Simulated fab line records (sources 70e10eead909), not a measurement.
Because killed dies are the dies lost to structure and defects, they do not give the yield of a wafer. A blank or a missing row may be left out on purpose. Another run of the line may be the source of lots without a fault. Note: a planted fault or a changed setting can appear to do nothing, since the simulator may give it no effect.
fab line records -- flow nand-harc
record lots=5, wafers=15, last-day=23
route steps=1159 shown A_SLIT@786 A_SIN_REMOVE@804 A_WL_FILL@809 END@1159
lots untouched by any fault: they come from a run of this same line in which no faults occurred
start-h: start of the lot's first displayed wafer, in hours after the record's first day -- wait-h: time in hours since the lot's previous step -- " unchanged from the row above -- L1.1+2: one row covering several wafers at once -- - no value present, or no start provided -- * or withheld: withheld -- < > ~ a bound
route shown NAME@n: names a module that has steps shown in the file, with the first one's number in the route -- usual: the fault-free wafers' mean and standard deviation -- same: alike in all rows -- chamber/n: place in a boat -- sites: readings site by site -- _std_site: their standard deviation -- _edge_site: the outer-site mean with the inner-site mean subtracted -- radius-mm: how far each site lies from the wafer's centre -- mask NAME#n: copy n -- behind: the tool/chamber that last shaped the wafer -- hold: why the lot went on hold/how many hours it stayed there/how the hold came to an end -- device: whichever transistor did not switch (one of n, p or np) -- end of line: the tests these same wafers got at the end of their route -- where a step has no rows: the recipe by itself -- killed: count of dies lost to structure and defects at first sort (not the wafer's yield) -- map: a wafer's dies, x killed, . not, _ none there
set.NAME: the setting the step ran with; set.NAME@STEP: the setting that earlier step ran with -- model.NAME: the simulator's own value behind a step, which no gauge read
a table for each step, a row for each wafer; lots at some steps of the route
services: from which hour (start-h, from the record's first day; less than 0 if before it) a tool's chamber was out of use, for how many hours, and why
## steps
# step NHARC_A_SLIT_EBR_05
# step NHARC_A_SLIT_EXPOSE_06
# recipe na=1.35, dose-mj=60.82, mask-id=SLIT
# step NHARC_A_SLIT_PEB_07
# recipe peb-temp-c=100, peb-time-s=65
# step NHARC_A_SLIT_DEVELOP_08
# recipe develop-time-s=35, dev-temp-c=23
# step NHARC_A_SLIT_CD_MEAS_09
# recipe target-cd-nm=300, landing-energy-ev=500
# usual cd-nm=300.0/0.47
# same landing-energy-ev=500
lot.wafer,tool,chamber,start-h,wait-h,cd-nm
L978.1,cd-sem-01,0,311.32,-,300.5
L978.2,cd-sem-01,0,311.32,-,299.8
L978.4,cd-sem-01,0,311.32,-,300.5
L979.1,cd-sem-02,0,321.54,-,300.0
L979.4,cd-sem-02,0,321.54,-,299.7
L979.6,cd-sem-02,0,321.54,-,299.8
L991.2,cd-sem-01,0,391.38,-,300.3
L991.4,cd-sem-01,0,391.38,-,299.3
L991.6,cd-sem-01,0,391.38,-,299.8
L992.3,cd-sem-02,0,392.48,-,300.0
L992.5,cd-sem-02,0,392.48,-,300.1
L992.6,cd-sem-02,0,392.48,-,300.6
L997.2,cd-sem-01,0,419.97,-,299.9
L997.3,cd-sem-01,0,419.97,-,299.6
L997.6,cd-sem-01,0,419.97,-,300.3
# step NHARC_A_SLIT_OVL_MEAS_10
# usual overlay-x-nm=-0.1/0.73, overlay-y-nm=0.3/0.91
lot.wafer,tool,chamber,start-h,wait-h,overlay-x-nm,overlay-y-nm
L978.1,overlay-02,-,311.41,-,-0.3,-0.1
L978.2,overlay-02,-,311.41,-,-0.3,-0.7
L978.4,overlay-02,-,311.41,-,-0.5,-0.6
L979.1,overlay-01,-,321.63,-,-0.6,0.3
L979.4,overlay-01,-,321.63,-,-0.7,0.7
L979.6,overlay-01,-,321.63,-,-0.5,0.6
L991.2,overlay-02,-,391.46,-,1.2,0.2
L991.4,overlay-02,-,391.46,-,1.3,0.6
L991.6,overlay-02,-,391.46,-,1.3,0.3
L992.3,overlay-02,-,392.56,-,-0.4,0.7
L992.5,overlay-02,-,392.56,-,-0.6,0.3
L992.6,overlay-02,-,392.56,-,-0.4,0.3
L997.2,overlay-02,-,420.06,-,0.2,-0.1
L997.3,overlay-02,-,420.06,-,0.3,0.2
L997.6,overlay-02,-,420.06,-,0.9,0.6
# step NHARC_A_SLIT_INSPECT_11
# usual raw-defect-count=22/12
lot.wafer,tool,chamber,start-h,wait-h,raw-defect-count
L978.1,defect-inspect-01,-,311.44,0.0,10
L978.2,defect-inspect-01,-,311.44,0.0,10
L978.4,defect-inspect-01,-,311.44,0.0,4
L979.1,defect-inspect-02,-,321.66,0.0,10
L979.4,defect-inspect-02,-,321.66,0.0,8
L979.6,defect-inspect-02,-,321.66,0.0,9
L991.2,defect-inspect-01,-,391.50,0.0,25
L991.4,defect-inspect-01,-,391.50,0.0,25
L991.6,defect-inspect-01,-,391.50,0.0,44
L992.3,defect-inspect-02,-,392.60,0.0,29
L992.5,defect-inspect-02,-,392.60,0.0,24
L992.6,defect-inspect-02,-,392.60,0.0,33
L997.2,defect-inspect-02,-,420.09,0.0,21
L997.3,defect-inspect-02,-,420.09,0.0,13
L997.6,defect-inspect-02,-,420.09,0.0,7
# step NHARC_A_SLIT_DESCUM_14
# recipe time-s=3, o2-flow-sccm=200, ar-flow-sccm=0, bias-power-w=0, chemistry=O2
# step NHARC_A_SLIT_ETCH_24
# recipe target-depth-a=1210, time-s=60.5, cf4-flow-sccm=100, chf3-flow-sccm=30, ar-flow-sccm=0, rf-w=500, bias-w=200, chemistry=CF4/CHF3
# step NHARC_A_SLIT_ETCH_15
# recipe target-depth-a=32000, over-etch-frac=0.3, time-s=832, ion-energy-ev=150, o2-flow-sccm=400, cos-flow-sccm=20, ar-flow-sccm=0, rf-w=500, bias-w=300, chemistry=O2/COS
# usual drypump-motor-current-A=6.0/0.36, oes-product-au=1.001/0.0079, rf-vpp-V=314.0/2.3, showerhead-plenum-p-Torr=3.12/0.15, throttle-valve-pct=28.330/0.0092
lot.wafer,tool,chamber,start-h,wait-h,drypump-motor-current-A,oes-product-au,rf-hours-counter-h,rf-vpp-V,showerhead-plenum-p-Torr,throttle-valve-pct
L978.1,rie-diel-08,2,-,-,5.6,1.003,0,312.0,2.96,28.333
L978.4,rie-diel-08,3,-,-,6.2,1.001,0,318.3,3.35,28.311
L978.2,rie-diel-08,0,-,-,5.7,1.003,0,311.5,2.97,28.331
L979.1,rie-diel-11,2,-,-,5.8,1.001,7,313.8,3.03,28.331
L979.4,rie-diel-11,3,-,-,6.4,1.016,7,315.4,3.16,28.327
L979.6,rie-diel-11,0,-,-,5.7,1.001,-,312.9,3.03,28.342
L991.2,rie-diel-11,0,-,-,5.7,0.983,1,314.6,3.02,28.330
L991.4,rie-diel-11,1,-,-,5.5,0.980,1,315.2,3.29,28.338
L991.6,rie-diel-11,3,-,-,6.4,0.985,-,314.8,3.16,28.329
L992.3,rie-diel-11,2,-,-,5.8,1.000,1,312.2,3.03,28.332
L992.6,rie-diel-11,2,-,-,5.8,0.995,-,314.1,3.03,28.309
L992.5,rie-diel-11,3,-,-,6.4,1.002,-,315.0,3.16,28.333
L997.3,rie-diel-11,1,-,-,5.5,0.994,3,315.8,3.29,28.323
L997.2,rie-diel-11,3,-,-,6.4,1.003,3,315.5,3.16,28.336
L997.6,rie-diel-11,1,-,-,5.5,0.998,-,315.7,3.29,28.324
# step NHARC_A_SLIT_ETCH_17
# recipe bias-v=900, source-w=withheld, pressure-mtorr=20, ar-flow-sccm=375, c4f8-flow-sccm=83.3, o2-flow-sccm=41.7, time-s=1687.5, target-depth-a=1.01e+05, chemistry=C4F8/O2/Ar
# step NHARC_A_SLIT_ETCH_26
# recipe bias-v=400, source-w=2000, pressure-mtorr=25, time-s=90, ar-flow-sccm=375, c4f8-flow-sccm=41.7, o2-flow-sccm=83.3, target-depth-a=4000, chemistry=C4F8/O2/Ar
# usual drypump-motor-current-A=5.3/0.45, showerhead-plenum-p-Torr=3.67/0.072, throttle-valve-pct=27.620/0.0099
lot.wafer,tool,chamber,start-h,wait-h,drypump-motor-current-A,rf-hours-counter-h,showerhead-plenum-p-Torr,throttle-valve-pct
L978.2,har-etch-02,1,314.73,1.2,4.8,168,3.69,27.630
L978.1,har-etch-02,0,314.73,1.2,5.8,168,3.79,27.626
L978.4,har-etch-02,1,314.73,1.2,4.8,-,3.69,27.623
L979.1,har-etch-01,1,324.03,1.0,4.9,1,3.58,27.616
L979.4,har-etch-01,1,324.03,1.0,4.9,-,3.58,27.615
L979.6,har-etch-01,1,324.03,1.0,4.9,-,3.58,27.618
L991.2,har-etch-01,1,393.81,1.2,4.9,32,3.57,27.616
L991.4,har-etch-01,0,393.81,1.2,5.7,-,3.67,27.593
L991.6,har-etch-01,0,393.81,1.2,5.7,-,3.67,27.615
L992.3,har-etch-01,0,395.58,0.6,5.7,-,3.67,27.602
L992.6,har-etch-01,1,395.58,0.6,4.9,-,3.57,27.627
L992.5,har-etch-01,0,395.58,0.6,5.7,-,3.67,27.615
L997.2,har-etch-01,1,422.41,1.0,4.9,46,3.56,27.596
L997.3,har-etch-01,0,422.41,1.0,5.7,-,3.67,27.611
L997.6,har-etch-01,1,422.41,1.0,4.9,-,3.56,27.627
# step NHARC_A_SLIT_STRIP_28
# recipe o2-flow-sccm=400, cos-flow-sccm=20, ar-flow-sccm=0, bias-w=0, chemistry=O2/COS
lot.wafer,tool,chamber,start-h,wait-h
L978.1+2+4,rie-diel-08,"0,2,3",315.25,0.5
L979.4+1+6,rie-diel-11,"2,3,2",324.52,0.4
L991.2+6+4,rie-diel-08,"3,2,3",394.35,0.5
L992.3+6+5,rie-diel-13,"0,3,0",396.01,0.4
L997.2+3+6,rie-diel-11,"1,2,1",422.89,0.5
# step NHARC_A_SLIT_ETCH_29
# recipe target-depth-a=1000, overetch-a=100, time-s=55, ion-energy-ev=100, cf4-flow-sccm=80, o2-flow-sccm=20, ar-flow-sccm=0, rf-w=300, bias-w=100, chemistry=CF4/O2
# usual drypump-motor-current-A=6.0/0.36, oes-product-au=0.999/0.007, rf-vpp-V=197.8/1.5, showerhead-plenum-p-Torr=1.34/0.064, throttle-valve-pct=13.397/0.0094
lot.wafer,tool,chamber,start-h,wait-h,drypump-motor-current-A,oes-product-au,rf-hours-counter-h,rf-vpp-V,showerhead-plenum-p-Torr,throttle-valve-pct
L978.1,rie-diel-08,1,315.35,0.1,6.3,0.995,0.3,198.1,1.42,13.408
L978.2,rie-diel-08,2,315.35,0.1,5.6,1.001,0.5,196.3,1.26,13.391
L978.4,rie-diel-08,0,315.35,0.1,5.7,1.001,0.3,196.1,1.27,13.409
L979.4,rie-diel-11,0,324.62,0.1,5.7,1.001,7.5,197.0,1.29,13.404
L979.1,rie-diel-11,2,324.62,0.1,5.8,1.007,7.6,197.3,1.29,13.391
L979.6,rie-diel-11,3,324.62,0.1,6.4,1.007,-,198.3,1.35,13.383
L991.2,rie-diel-08,1,394.48,0.1,6.3,0.998,5.4,199.2,1.42,13.404
L991.6,rie-diel-08,1,394.48,0.1,6.3,0.992,-,199.1,1.42,13.393
L991.4,rie-diel-08,3,394.48,0.1,6.2,1.011,-,199.5,1.44,13.417
L992.3,rie-diel-13,0,396.12,0.1,6.0,0.998,8.1,195.9,1.25,13.394
L992.5,rie-diel-13,1,396.12,0.1,5.6,0.999,-,196.3,1.29,13.406
L992.6,rie-diel-13,2,396.12,0.1,6.3,0.994,-,198.9,1.40,13.413
L997.2,rie-diel-11,0,422.99,0.1,5.7,0.991,3.0,196.2,1.29,13.390
L997.3,rie-diel-11,3,422.99,0.1,6.4,0.999,2.7,197.0,1.35,13.396
L997.6,rie-diel-11,0,422.99,0.1,5.7,0.997,-,196.8,1.29,13.393
# step NHARC_A_SLIT_STRIP_18
# recipe o2-flow-sccm=500, ar-flow-sccm=0, bias-w=0, chemistry=O2
# usual drypump-motor-current-A=6.0/0.35, oes-product-au=1.000/0.0081, rf-vpp-V=57.9/0.82, showerhead-plenum-p-Torr=3.53/0.16, throttle-valve-pct=17.038/0.0091
lot.wafer,tool,chamber,start-h,wait-h,drypump-motor-current-A,oes-product-au,rf-hours-counter-h,rf-vpp-V,showerhead-plenum-p-Torr,throttle-valve-pct
L978.1,rie-diel-08,2,-,-,5.6,1.005,0.6,58.1,3.34,17.040
L978.4,rie-diel-08,0,-,-,5.7,0.997,0.3,58.0,3.36,17.028
L978.2,rie-diel-08,1,-,-,6.3,0.990,0.3,58.5,3.75,17.042
L979.4,rie-diel-11,3,-,-,6.4,1.011,7.2,56.7,3.57,17.043
L979.1,rie-diel-11,1,-,-,5.5,0.988,7.3,59.0,3.72,17.035
L979.6,rie-diel-11,3,-,-,6.4,1.011,-,57.2,3.57,17.029
L991.2,rie-diel-08,1,-,-,6.4,1.003,5.5,58.6,3.75,17.010
L991.6,rie-diel-08,1,-,-,6.3,0.993,-,59.3,3.75,17.041
L991.4,rie-diel-08,2,-,-,5.6,1.011,-,58.4,3.34,17.029
L992.3,rie-diel-13,2,-,-,6.4,1.004,9.0,58.3,3.68,17.029
L992.5,rie-diel-13,3,-,-,6.5,1.015,-,58.9,3.55,17.041
L992.6,rie-diel-13,0,-,-,6.1,0.996,-,58.8,3.31,17.017
L997.3,rie-diel-11,0,-,-,5.7,0.995,3.0,57.8,3.42,17.037
L997.2,rie-diel-11,1,-,-,5.5,0.991,3.0,57.9,3.72,17.041
L997.6,rie-diel-11,2,-,-,5.8,1.003,-,57.6,3.42,17.034
# step NHARC_A_SLIT_PRECLEAN_19
# recipe time-s=*, temp-c=50, bath-age-min=0, chemistry=SC1
# step NHARC_A_SLIT_SRD_20
# step NHARC_A_SLIT_CD_MEAS_21
# usual cd-nm=289.4/0.85
lot.wafer,tool,chamber,start-h,wait-h,cd-nm
L978.1,cd-sem-01,-,315.89,-,290.4
L978.2,cd-sem-01,-,315.89,-,290.9
L978.4,cd-sem-01,-,315.89,-,289.5
L979.1,cd-sem-02,-,325.14,-,290.1
L979.4,cd-sem-02,-,325.14,-,290.4
L979.6,cd-sem-02,-,325.14,-,289.8
L991.2,cd-sem-03,-,395.08,-,290.1
L991.4,cd-sem-03,-,395.08,-,288.8
L991.6,cd-sem-03,-,395.08,-,289.6
L992.3,cd-sem-01,-,396.64,-,289.5
L992.5,cd-sem-01,-,396.64,-,290.0
L992.6,cd-sem-01,-,396.64,-,290.1
L997.2,cd-sem-02,-,423.52,-,289.1
L997.3,cd-sem-02,-,423.52,-,289.1
L997.6,cd-sem-02,-,423.52,-,289.4
# step NHARC_A_SIN_REMOVE_WET_00
# recipe temp-c=160, time-s=15300, chemistry=H3PO4
# step NHARC_A_SIN_REMOVE_PRECLEAN_01
# recipe time-s=*, temp-c=50, bath-age-min=0, chemistry=SC1
# step NHARC_A_SIN_REMOVE_SRD_02
# step NHARC_A_SIN_REMOVE_INSPECT_04
# usual raw-defect-count=307/85
lot.wafer,tool,chamber,start-h,wait-h,raw-defect-count
L978.1,defect-inspect-01,-,323.67,0.0,236
L978.2,defect-inspect-01,-,323.67,0.0,218
L978.4,defect-inspect-01,-,323.67,0.0,336
L979.1,defect-inspect-01,-,332.81,0.0,147
L979.4,defect-inspect-01,-,332.81,0.0,230
L979.6,defect-inspect-01,-,332.81,0.0,173
L991.2,defect-inspect-02,-,402.77,0.0,295
L991.4,defect-inspect-02,-,402.77,0.0,330
L991.6,defect-inspect-02,-,402.77,0.0,1115
L992.3,defect-inspect-01,-,402.78,0.0,234
L992.5,defect-inspect-01,-,402.78,0.0,310
L992.6,defect-inspect-01,-,402.78,0.0,331
L997.2,defect-inspect-02,-,431.23,0.0,226
L997.3,defect-inspect-02,-,431.23,0.0,246
L997.6,defect-inspect-02,-,431.23,0.0,341
# step NHARC_A_WL_FILL_ALD_00
# recipe target-thk-a=30, pulse-time-s=3, ald-cycles=30, temp-c=300, material=Al2O3
# usual heater-power-w=436/42, precursor-pulse-height-rel=0.996/0.019, susceptor-temp-C=300.00/0.2
lot.wafer,tool,chamber,start-h,wait-h,heater-power-w,precursor-pulse-height-rel,susceptor-temp-C
L978.4,ald-hk-04,3,323.74,0.1,444,1.010,299.84
L978.1,ald-hk-04,1,323.74,0.1,452,1.009,299.99
L978.2,ald-hk-04,2,323.74,0.1,452,0.960,300.11
L979.1,ald-hk-04,0,332.93,0.1,455,1.003,300.03
L979.4,ald-hk-04,1,332.93,0.1,448,1.025,299.92
L979.6,ald-hk-04,3,332.93,0.1,451,1.010,299.91
L991.4,ald-hk-02,2,404.25,1.5,417,1.022,300.02
L991.2,ald-hk-02,1,404.25,1.5,451,0.997,300.00
L991.6,ald-hk-02,3,404.25,1.5,450,0.974,300.28
L992.3,ald-hk-02,1,404.45,1.7,454,0.988,300.17
L992.5,ald-hk-02,0,404.45,1.7,383,1.021,300.17
L992.6,ald-hk-02,1,404.45,1.7,453,1.004,300.37
L997.3,ald-hk-04,2,431.30,0.1,484,0.968,300.22
L997.2,ald-hk-04,1,431.30,0.1,454,1.010,300.07
L997.6,ald-hk-04,2,431.30,0.1,480,1.012,299.79
# step NHARC_END_SORT_01
# recipe temp-c=25
# usual killed-at-array=28/8.9, killed-at-other=0.8/1.2, killed-at-periphery=3.3/2.3, killed-dies=32/9.4, killed-open=3.2/1.8, killed-short=1.9/1.4
# same gross-dies=677
lot.wafer,tool,chamber,start-h,wait-h,killed-at-array,killed-at-other,killed-at-periphery,killed-dies,killed-open,killed-short
L979.1,prober-02,0,448.77,2.5,13,0,7,20,3,5
L979.4,prober-02,0,451.22,3.5,9,1,4,14,3,1
L979.6,prober-02,0,452.86,4.1,6,0,4,10,2,1
L991.2,prober-02,0,519.06,2.8,31,0,0,31,2,2
L991.4,prober-02,0,520.65,3.4,32,0,2,34,4,5
L991.6,prober-02,0,522.23,4.0,92,0,0,92,2,1
L992.3,prober-01,0,519.12,3.1,31,0,2,33,3,2
L992.5,prober-01,0,520.70,3.7,23,0,1,24,4,1
L992.6,prober-01,0,521.49,4.0,33,2,1,36,4,2
L997.2,prober-01,0,552.73,2.8,22,1,8,31,3,4
L997.3,prober-01,0,553.53,3.1,25,1,3,29,2,3
L997.6,prober-01,0,555.92,4.0,13,0,6,19,5,3
# killed by level:class
L979.1 A_STAIRCASE:chamber-film-flake=4 A_WL_FILL:geometric-particle:short=3 P_STI:chamber-film-flake=3 P_CONTACT:geometric-particle:open=1 P_M1:geometric-particle:open=1 A_SGD_CUT:geometric-particle:short=1 A_WL_FILL:geometric-particle:open=1 A_CONTACT:geometric-particle:short=1
L979.4 P_M0:geometric-particle:open=2 P_ZERO_WELL:chamber-film-flake=2 A_ZERO_WELL:chamber-film-flake=2 A_CHANNEL_FILL_D1:geometric-particle:open=1 STARTING-WAFER:geometric-particle:short=1 A_CHANNEL_HOLE_D1:chamber-film-flake=1 A_CHANNEL_FILL_D1:chamber-film-flake=1 A_STAIRCASE:chamber-film-flake=1
L979.6 P_M0:geometric-particle:open=1 P_M2:geometric-particle:open=1 A_SGD_CUT:geometric-particle:short=1 P_STI:chamber-film-flake=1 P_GATE:chamber-film-flake=1 A_CHANNEL_HOLE_D1:chamber-film-flake=1 A_SLIT:chamber-film-flake=1 A_WL_FILL:chamber-film-flake=1
L991.2 A_CHANNEL_HOLE_D1:chamber-film-flake=20 A_WL_FILL:geometric-particle:short=2 A_STAIRCASE:chamber-film-flake=2 A_WL_FILL:chamber-film-flake=2 A_CONTACT:chamber-film-flake=2 A_WL_FILL:geometric-particle:open=1 A_CONTACT:geometric-particle:open=1 A_SLIT:chamber-film-flake=1
L992.3 A_CHANNEL_HOLE_D1:chamber-film-flake=18 A_CONTACT:chamber-film-flake=4 A_STAIRCASE:chamber-film-flake=3 A_M1:chamber-film-flake=2 P_CONTACT:geometric-particle:open=1 P_M0:geometric-particle:short=1 A_SOURCE_PLATE:geometric-particle:short=1 A_CONTACT:geometric-particle:open=1
L991.4 A_CHANNEL_HOLE_D1:chamber-film-flake=14 A_CONTACT:chamber-film-flake=6 A_WL_FILL:chamber-film-flake=3 A_ONON_D1:geometric-particle:short=2 A_M1:geometric-particle:open=2 A_STAIRCASE:chamber-film-flake=2 P_GATE:geometric-particle:short=1 P_M0:geometric-particle:open=1
L992.5 A_CHANNEL_HOLE_D1:chamber-film-flake=12 A_STAIRCASE:chamber-film-flake=3 A_CONTACT:geometric-particle:open=2 A_WL_FILL:chamber-film-flake=2 A_CONTACT:chamber-film-flake=2 P_GATE:geometric-particle:open=1 A_ONON_D1:geometric-particle:open=1 A_CONTACT:geometric-particle:short=1
L992.6 A_CHANNEL_HOLE_D1:chamber-film-flake=19 A_STAIRCASE:chamber-film-flake=7 A_CONTACT:chamber-film-flake=2 P_M0:geometric-particle:open=1 A_ONON_D1:geometric-particle:open=1 A_CHANNEL_FILL_D1:geometric-particle:short=1 A_WL_FILL:geometric-particle:short=1 A_CONTACT:geometric-particle:open=1
L991.6 A_SLIT:unspecified=50 A_CHANNEL_HOLE_D1:chamber-film-flake=25 A_STAIRCASE:chamber-film-flake=5 A_CONTACT:chamber-film-flake=5 A_WL_FILL:chamber-film-flake=3 A_ONON_D1:geometric-particle:open=1 A_WL_FILL:geometric-particle:short=1 A_CONTACT:geometric-particle:open=1
L997.2 A_CONTACT:chamber-film-flake=7 A_CHANNEL_HOLE_D1:chamber-film-flake=4 P_GATE:chamber-film-flake=3 A_STAIRCASE:chamber-film-flake=3 P_STI:chamber-film-flake=2 A_WL_FILL:chamber-film-flake=2 P_M0:geometric-particle:open=1 A_CHANNEL_HOLE_D1:geometric-particle:short=1
L997.3 A_CHANNEL_HOLE_D1:chamber-film-flake=8 A_CONTACT:chamber-film-flake=7 A_CHANNEL_FILL_D1:geometric-particle:short=3 A_STAIRCASE:chamber-film-flake=3 A_M0:geometric-particle:open=2 P_M1:chamber-film-flake=2 P_ZERO_WELL:chamber-film-flake=1 A_SLIT:chamber-film-flake=1
L997.6 A_CONTACT:chamber-film-flake=4 A_STAIRCASE:chamber-film-flake=3 P_M0:geometric-particle:open=2 P_M1:chamber-film-flake=2 A_CHANNEL_HOLE_D1:chamber-film-flake=2 P_M0:geometric-particle:short=1 P_M1:geometric-particle:open=1 A_CHANNEL_HOLE_D1:geometric-particle:short=1
# map L991.6 (x killed, . not)
____________.____________
_________......._________
_______..........._______
______xx........x..______
_____xxx............_____
____xxxxx...........x____
____xxxxx.x......x...____
___xxxxx.x............___
___xxxxx..........x...___
__xxxxxx.....x..xx.....__
__xxxxxx....x..xx......__
_xxxxx...........x.x...._
_.xxxx..........x.x....._
_.x.xx.........xxxxx...._
_.............x..xxxx..._
_................xx..x.._
..............x.x.x......
..x..............x.......
...............x........x
..........x..............
.........................
_.............x.....x..._
_.................x....._
_.........x............._
_......x.....x.........._
_......................._
__.....................__
__.....................__
___...................___
___...................___
____.................____
____.................____
_____..............._____
______.............______
_______..........._______
_________......._________
____________.____________
# map L978.2 (x killed, . not)
____________x____________
_________....x.._________
_______x.........._______
______.............______
_____.x............._____
____.................____
____.................____
___.x.................___
___x..................___
__.....................__
__.....................__
_......x.x.............._
_......................._
_......................x_
_......................._
_......................._
.x.......................
......x..................
.........................
.x..x....................
....x....................
_x.x.x.................._
_......................._
_....x.................._
_......................._
_.x..x.................._
__..................x..__
__.....................__
___...................___
___...................___
____...............x.____
____.................____
_____..............._____
______.............______
_______..........._______
_________......._________
____________.____________
## services
tool,chamber,start-h,hours,kind
rie-diel-11,0,296.50,-,clean
rie-diel-11,1,296.50,-,clean
rie-diel-11,2,296.50,-,clean
rie-diel-11,3,296.50,-,clean
rie-diel-13,3,298.41,2.6,repair
rie-diel-08,-,301.84,9.0,pm
ald-hk-02,-,302.03,10.0,pm
har-etch-01,-,305.00,17.0,pm
rie-diel-11,0,321.00,-,clean
rie-diel-11,1,321.00,-,clean
rie-diel-11,2,321.00,-,clean
rie-diel-11,3,321.00,-,clean
rie-diel-08,3,325.89,2.3,repair
rie-diel-11,0,345.50,-,clean
rie-diel-11,1,345.50,-,clean
rie-diel-13,0,347.00,20.1,repair
rie-diel-13,2,350.29,2.4,repair
rie-diel-11,-,366.50,9.0,pm
ald-hk-04,-,374.13,10.0,pm
rie-diel-13,0,378.55,2.0,repair
rie-diel-08,0,392.92,10.2,repair
rie-diel-13,2,398.01,4.8,repair
rie-diel-11,3,401.69,8.5,repair
ald-hk-04,-,409.68,0.7,repair
## key
first-sign step=NHARC_A_SIN_REMOVE_INSPECT_04, reading=raw-defect-count, direction=up, sigmas=9.5, usual=307, struck=1115
effect step=NHARC_END_SORT_01, reading=killed-at-array, direction=up, sigmas=7.1, usual=28, struck=92
more-kills-born-at NHARC_A_SLIT_STRIP_28@rie-diel-08=50
met-at NHARC_A_SLIT_STRIP_28
struck-wafers L991.6
tester-left-out L991
onset-between 315.25 394.35
fault kind=chamber-particle-source, tool=rie-diel-08, chamber=2, onset-h=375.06, steps=NHARC_A_SLIT_STRIP_28, rate-per-visit-cm2=1.2001, end-h=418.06
# tester-left-out: of these lots the tester's yield and bins aren't shown, on N5 and GAA mostly nor the transistor test; their killed dies are dies lost to structure and defects alone, not to doping, threshold or leakage, so they don't give the yield
